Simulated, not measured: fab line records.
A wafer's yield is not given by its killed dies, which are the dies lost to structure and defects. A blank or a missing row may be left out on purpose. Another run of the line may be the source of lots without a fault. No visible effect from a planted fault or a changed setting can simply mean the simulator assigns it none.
fab line records ; flow nand-harc ; part 2 of 2: steps 23 to 28 of 28
record: lots: 5; wafers: 15; last-day: 23
route steps=1159 shown A_STAIRCASE@557
lots untouched by any fault: they come from a run of this same line in which no faults occurred
start-h: hours from the record's opening day to when the first of the lot's shown wafers began ; wait-h: how many hours have passed since the lot's step before this one ; " same as the row above ; L1.1+2: several wafers, shown together as one row ; - no value, or no start was given ; * or withheld: withheld ; < > ~ a bound
route shown NAME@n: a module of which the file shows steps, and the number in the route of the first ; usual: the fault-free wafers' mean and standard deviation ; same: alike in all rows ; chamber/n: place in a boat ; sites: readings site by site ; _std_site: the standard deviation of these ; _edge_site: inner sites' mean taken away from outer sites' mean ; radius-mm: for every site, how far away it sits from the centre of the wafer ; mask NAME#n: copy n ; behind: the most recent tool/chamber to have shaped the wafer ; hold: cause of the lot's hold/its duration in hours/its outcome ; device: transistor that didn't switch, given as n, p or np ; end of line: tests of these same wafers at the route's end ; a step without rows: its recipe alone ; killed: the dies lost at the first sort to structure and to defects; this is not the yield of the wafer ; map: a wafer's dies, x killed, . not, _ none there
set.NAME: the run value of the setting; set.NAME@STEP: its run value at that earlier step ; model.NAME: the simulator's own value behind a step, which no gauge read
lots at some steps of the route; a table a step, a row a wafer
services: the hour from which a tool's chamber was out of use, counted from the record's first day as start-h (under 0 if before that day), plus the number of hours and why
== steps ==
step: NHARC_A_STAIRCASE_TRIM_187
recipe: time-s: 211.2; o2-flow-sccm: 500; ar-flow-sccm: 0; bias-w: 0; chemistry: O2
usual: drypump-motor-current-A: 5.9/0.51; oes-product-au: 0.998/0.014; rf-vpp-V: 57.8/0.84; showerhead-plenum-p-Torr: 3.54/0.19; throttle-valve-pct: 17.035/0.0091
lot.wafer;tool;chamber;start-h;wait-h;drypump-motor-current-A;oes-product-au;rf-hours-counter-h;rf-vpp-V;showerhead-plenum-p-Torr;throttle-valve-pct
L082.2;rie-diel-12;3;285.32;0.1;5.5;1.014;24;58.0;3.64;17.026
L082.4;rie-diel-12;0;285.32;0.1;6.1;0.980;25;58.3;3.66;17.033
L082.6;rie-diel-12;3;285.32;0.1;5.6;1.007;-;58.1;3.64;17.028
L089.4;rie-diel-11;2;339.85;0.1;6.1;0.991;57;58.0;3.78;17.027
L089.3;rie-diel-11;3;339.85;0.1;6.6;1.010;56;57.4;3.31;17.011
L089.6;rie-diel-11;2;339.85;0.1;6.1;0.997;-;57.7;3.78;17.034
L091.3;rie-diel-12;0;341.70;0.2;6.1;0.971;42;58.5;3.65;17.051
L091.2;rie-diel-12;1;341.70;0.2;5.9;0.989;42;57.5;3.78;17.050
L091.5;rie-diel-12;3;341.70;0.2;5.6;1.007;-;57.1;3.63;17.049
L093.3;rie-diel-12;2;342.14;0.3;5.3;0.999;42;56.6;3.34;17.038
L093.4;rie-diel-12;1;342.14;0.3;5.9;0.988;42;58.7;3.78;17.070
L093.5;rie-diel-12;2;342.14;0.3;5.3;0.992;-;56.8;3.34;17.050
L096.3;rie-diel-05;0;366.66;0.6;4.8;1.012;5;57.1;3.48;17.036
L096.1;rie-diel-05;1;366.66;0.6;5.7;1.033;5;57.0;3.47;17.051
L096.6;rie-diel-05;3;366.66;0.6;6.5;0.987;-;58.1;3.81;17.035
step: NHARC_A_STAIRCASE_ETCH_188
recipe: target-depth-a: 1000; time-s: 40.5; ion-energy-ev: 400; c4f8-flow-sccm: 20; o2-flow-sccm: 10; ar-flow-sccm: withheld; rf-w: 600; bias-w: 1000; chemistry: C4F8/O2
usual: oes-product-au: 0.936/0.019; rf-vpp-V: 897/6.5
lot.wafer;tool;chamber;start-h;wait-h;oes-product-au;rf-hours-counter-h;rf-vpp-V
L082.4;rie-diel-12;1;-;-;0.918;26;906
L082.2;rie-diel-12;2;-;-;0.912;25;890
L082.6;rie-diel-12;0;-;-;0.908;-;901
L089.4;rie-diel-11;3;-;-;0.934;56;888
L089.3;rie-diel-11;1;-;-;0.965;59;905
L089.6;rie-diel-11;3;-;-;0.933;-;887
L091.2;rie-diel-12;0;-;-;0.910;42;901
L091.3;rie-diel-12;3;-;-;0.927;42;899
L091.5;rie-diel-12;1;-;-;0.929;-;904
L093.3;rie-diel-12;3;-;-;0.936;42;899
L093.4;rie-diel-12;1;-;-;0.923;43;907
L093.5;rie-diel-12;3;-;-;0.932;-;901
L096.1;rie-diel-05;0;-;-;0.926;5;894
L096.3;rie-diel-05;1;-;-;0.953;5;895
L096.6;rie-diel-05;0;-;-;0.944;-;894
step: NHARC_A_STAIRCASE_TRIM_189
recipe: time-s: 211.2; o2-flow-sccm: 500; ar-flow-sccm: 0; bias-w: 0; chemistry: O2
usual: drypump-motor-current-A: 5.8/0.5; oes-product-au: 0.997/0.016; rf-vpp-V: 57.8/0.94; showerhead-plenum-p-Torr: 3.54/0.18; throttle-valve-pct: 17.037/0.0095
lot.wafer;tool;chamber;start-h;wait-h;drypump-motor-current-A;oes-product-au;rf-hours-counter-h;rf-vpp-V;showerhead-plenum-p-Torr;throttle-valve-pct
L082.4;rie-diel-12;0;-;-;6.1;0.991;26;57.8;3.66;17.023
L082.2;rie-diel-12;2;-;-;5.4;0.990;25;57.3;3.35;17.045
L082.6;rie-diel-12;1;-;-;5.9;0.992;-;58.4;3.79;17.049
L089.4;rie-diel-11;2;-;-;6.1;0.987;57;58.9;3.78;17.044
L089.3;rie-diel-11;0;-;-;5.8;1.001;54;57.0;3.35;17.041
L089.6;rie-diel-11;1;-;-;5.7;1.021;-;58.1;3.75;17.055
L091.3;rie-diel-12;1;-;-;5.9;0.988;43;59.1;3.78;17.037
L091.2;rie-diel-12;2;-;-;5.4;0.977;42;57.4;3.34;17.029
L091.5;rie-diel-12;0;-;-;6.1;0.961;-;56.4;3.65;17.027
L093.4;rie-diel-12;3;-;-;5.6;1.011;42;58.9;3.63;17.044
L093.3;rie-diel-12;2;-;-;5.4;1.001;43;58.5;3.34;17.028
L093.5;rie-diel-12;0;-;-;6.1;0.980;-;57.6;3.65;17.031
L096.3;rie-diel-05;3;-;-;6.5;1.000;5;58.7;3.81;17.037
L096.1;rie-diel-05;1;-;-;5.7;1.014;5;57.1;3.47;17.039
L096.6;rie-diel-05;2;-;-;6.1;0.977;-;56.1;3.36;17.043
step: NHARC_A_STAIRCASE_ETCH_190
recipe: target-depth-a: 1000; time-s: 40.5; ion-energy-ev: 400; c4f8-flow-sccm: 20; o2-flow-sccm: 10; ar-flow-sccm: withheld; rf-w: 600; bias-w: 1000; chemistry: C4F8/O2
usual: oes-product-au: 0.937/0.014; rf-vpp-V: 896/6.7
lot.wafer;tool;chamber;start-h;wait-h;oes-product-au;rf-hours-counter-h;rf-vpp-V
L082.4;rie-diel-12;1;-;-;0.928;26;906
L082.2;rie-diel-12;3;-;-;0.943;25;899
L082.6;rie-diel-12;1;-;-;0.934;-;904
L089.4;rie-diel-11;0;-;-;0.957;54;891
L089.3;rie-diel-11;2;-;-;0.938;57;904
L089.6;rie-diel-11;3;-;-;0.946;-;888
L091.3;rie-diel-12;2;-;-;0.943;43;889
L091.2;rie-diel-12;3;-;-;0.934;42;901
L091.5;rie-diel-12;3;-;-;0.950;-;900
L093.3;rie-diel-12;2;-;-;0.949;43;888
L093.4;rie-diel-12;0;-;-;0.910;43;902
L093.5;rie-diel-12;1;-;-;0.939;-;904
L096.1;rie-diel-05;3;-;-;0.930;5;905
L096.3;rie-diel-05;1;-;-;0.948;5;894
L096.6;rie-diel-05;3;-;-;0.923;-;905
step: NHARC_A_STAIRCASE_TRIM_191
recipe: time-s: 211.2; o2-flow-sccm: 500; ar-flow-sccm: 0; bias-w: 0; chemistry: O2
usual: drypump-motor-current-A: 5.9/0.53; oes-product-au: 0.997/0.014; rf-vpp-V: 57.8/0.93; showerhead-plenum-p-Torr: 3.53/0.19; throttle-valve-pct: 17.036/0.0092
lot.wafer;tool;chamber;start-h;wait-h;drypump-motor-current-A;oes-product-au;rf-hours-counter-h;rf-vpp-V;showerhead-plenum-p-Torr;throttle-valve-pct
L082.2;rie-diel-12;0;-;-;6.1;0.984;26;57.7;3.66;17.045
L082.4;rie-diel-12;3;-;-;5.5;1.000;25;57.9;3.64;17.021
L082.6;rie-diel-12;1;-;-;5.9;1.006;-;57.8;3.79;17.052
L089.4;rie-diel-11;3;-;-;6.7;0.993;56;57.3;3.31;17.043
L089.3;rie-diel-11;1;-;-;5.7;1.018;59;57.9;3.75;17.034
L089.6;rie-diel-11;3;-;-;6.6;0.997;-;56.9;3.31;17.036
L091.2;rie-diel-12;0;-;-;6.1;0.971;43;56.9;3.65;17.048
L091.3;rie-diel-12;1;-;-;6.0;0.991;43;58.0;3.78;17.045
L091.5;rie-diel-12;0;-;-;6.1;0.970;-;57.8;3.65;17.054
L093.3;rie-diel-12;3;-;-;5.6;1.010;43;58.7;3.63;17.038
L093.4;rie-diel-12;0;-;-;6.1;0.980;43;57.5;3.65;17.049
L093.5;rie-diel-12;1;-;-;5.9;0.994;-;58.8;3.78;17.033
L096.3;rie-diel-05;2;-;-;6.1;0.981;5;56.4;3.36;17.032
L096.1;rie-diel-05;3;-;-;6.5;1.001;5;59.9;3.80;17.024
L096.6;rie-diel-05;1;-;-;5.7;1.030;-;58.2;3.47;17.039
step: NHARC_A_STAIRCASE_ETCH_192
recipe: target-depth-a: 1000; time-s: 40.5; ion-energy-ev: 400; c4f8-flow-sccm: 20; o2-flow-sccm: 10; ar-flow-sccm: withheld; rf-w: 600; bias-w: 1000; chemistry: C4F8/O2
usual: oes-product-au: 0.936/0.015; rf-vpp-V: 896/6.8
lot.wafer;tool;chamber;start-h;wait-h;oes-product-au;rf-hours-counter-h;rf-vpp-V
L082.4;rie-diel-12;0;-;-;0.911;26;899
L082.2;rie-diel-12;2;-;-;0.936;25;890
L082.6;rie-diel-12;0;-;-;0.926;-;900
L089.4;rie-diel-11;1;-;-;0.974;59;903
L089.3;rie-diel-11;2;-;-;0.934;57;905
L089.6;rie-diel-11;0;-;-;0.964;-;890
L091.2;rie-diel-12;2;-;-;0.945;43;888
L091.3;rie-diel-12;0;-;-;0.919;43;900
L091.5;rie-diel-12;2;-;-;0.942;-;890
L093.3;rie-diel-12;3;-;-;0.951;43;900
L093.4;rie-diel-12;0;-;-;0.904;43;900
L093.5;rie-diel-12;2;-;-;0.939;-;890
L096.1;rie-diel-05;0;-;-;0.941;5;894
L096.3;rie-diel-05;1;-;-;0.952;5;894
L096.6;rie-diel-05;0;-;-;0.942;-;895
== services ==
tool;chamber;start-h;hours;kind
rie-diel-11;0;259.02;6.5;repair
krf-scanner-01;-;261.67;0.6;repair
krf-scanner-04;-;264.56;5.1;repair
rie-diel-05;0;270.82;-;clean
rie-diel-05;1;270.82;-;clean
rie-diel-05;2;270.82;-;clean
rie-diel-05;3;270.82;-;clean
plasma-asher-01;-;276.05;9.0;pm
krf-scanner-03;-;284.73;0.4;repair
wet-bench-09;-;288.80;8.0;pm
rie-diel-05;0;295.32;-;clean
krf-scanner-04;-;298.00;4.0;pm
krf-scanner-01;-;302.74;0.4;repair
krf-scanner-04;-;303.49;1.5;repair
wet-bench-06;-;305.60;8.0;pm
plasma-asher-01;-;306.97;4.4;repair
krf-scanner-03;-;315.80;3.7;repair
wet-bench-06;-;323.20;12.8;repair
wet-bench-04;-;339.20;8.0;pm
krf-scanner-03;-;340.00;4.0;pm
litho-track-02;-;340.00;7.0;pm
rie-diel-05;-;340.65;9.0;pm
plasma-asher-02;-;360.02;9.0;pm
rie-diel-11;-;366.55;9.0;pm
